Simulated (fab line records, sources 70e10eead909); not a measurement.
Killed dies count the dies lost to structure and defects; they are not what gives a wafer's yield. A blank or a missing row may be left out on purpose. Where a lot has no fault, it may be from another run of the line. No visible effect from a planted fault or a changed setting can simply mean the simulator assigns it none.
A struck lot beside a sound one + flow nand_harc + 15 out of 1302 route steps
Sound: these wafers, L932.1, L932.2, L932.3. Struck: wafers L928.3, L928.4, L928.6. The cause is given at the end.
Order at every step that has rows: each side's tool, ch and its chambers, its first start. Under that, the readings that differ: sound wafers + struck wafers + difference of the means + sigmas: that difference in standard deviations of wafers without a fault.
alike: a reading whose means differ by less than 2 such deviations, as well as words and numbers matching on both sides. not compared: withheld readings; readings where some wafer has no value; bounds like >300 that might hide an equal value; numbers whose values overlap and for which the record gives no deviation.
A row with sigmas, a row that says differs or no value, or rows on one side alone: a step with any of these is where the two part. When numbers do not overlap yet have no deviation, they are printed without sigmas and do not part them. A reading that every wafer of one side lacks parts them only if that side has two wafers or more.

first, 2 steps without rows for these wafers: NHARC_A_CONTACT_STRIP_104 (strips in CF4/CHF3); NHARC_A_CONTACT_STRIP_105 (strips in O2/COS).
NHARC_A_CONTACT_ETCH_106: etches the open film in CF4/O2, target depth 90 nm, overetch 9 nm, time 49.5 s.
  sound on rie_diel-03 ch 1,2,3, day 24 20:38; struck on rie_diel-03 ch 0,1, day 23 15:59
  alike: cf4_flow_sccm, chamber_pressure_mTorr, drypump_motor_current_A, mfc_ar_sccm, oes_product_au, rf_fwd_power_W, rf_vpp_V, showerhead_plenum_p_Torr, throttle_valve_pct
  not compared: rf_hours_counter_h
NHARC_A_CONTACT_STRIP_82: strips in O2.
  sound: rie_diel-03 ch 0,1,2; struck: rie_diel-03 ch 0,1,3
  alike: chamber_pressure_mTorr, drypump_motor_current_A, mfc_ar_sccm, oes_product_au, rf_vpp_V, showerhead_plenum_p_Torr, throttle_valve_pct
  not compared: rf_hours_counter_h
then, 1 step without rows for these wafers: NHARC_A_CONTACT_STRIP_83 (strips in post etch residue remover, time 600 s).
NHARC_A_CONTACT_DEP_84: deposits aC, target thk 2800 nm.
  sound on acl_dep-03 ch 0, day 24 21:18; struck on acl_dep-03 ch 0, day 23 17:13
  alike: throttle_valve_pct
NHARC_A_CONTACT_DEP_85: deposits SiON, target thk 60 nm.
  sound on pecvd-02 ch 0,1,2, day 24 23:02; struck on pecvd-03 ch 1,2, day 23 18:26
  alike: heater_power_w, rf_fwd_power_W
then, 5 steps without rows for these wafers: NHARC_A_CONTACT_DEHYDRATE_00 (time 120 s); NHARC_A_CONTACT_HMDS_01 (time 30 s); NHARC_A_CONTACT_COAT_86 (time 75 s); NHARC_A_CONTACT_COAT_87 (time 65 s); NHARC_A_CONTACT_COAT_02 (resist thk 90 nm).
NHARC_A_CONTACT_SOFTBAKE_03: time 55 s.
  sound on litho_track-06 ch 0, day 24 23:00; struck on litho_track-01 ch 0, day 23 18:00
| reading                  | sound                | struck               | difference                    | sigmas      |
|--------------------------|----------------------|----------------------|-------------------------------|-------------|
| heater_power_total_W (W) | 188.45 188.38 188.48 | 323.33 322.97 323.61 | +134.87                       | +99 or more |
| plate_temp_C (C)         | 104.77 104.71 104.84 | - - -                | no value on the struck wafers |             |
after that, 1 step had no rows for these wafers: NHARC_A_CONTACT_EBR_04.
NHARC_END_SORT_01:
  the record has rows for the sound wafers here (prober-01 ch 0, day 27 06:10) and none for the struck ones

WHERE THEY PART
First at NHARC_A_CONTACT_SOFTBAKE_03; last, within this record, at NHARC_END_SORT_01.

WHY: whatever the simulator had introduced
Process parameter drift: litho_track-01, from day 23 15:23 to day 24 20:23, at NHARC_A_CONTACT_SOFTBAKE_03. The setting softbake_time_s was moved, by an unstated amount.
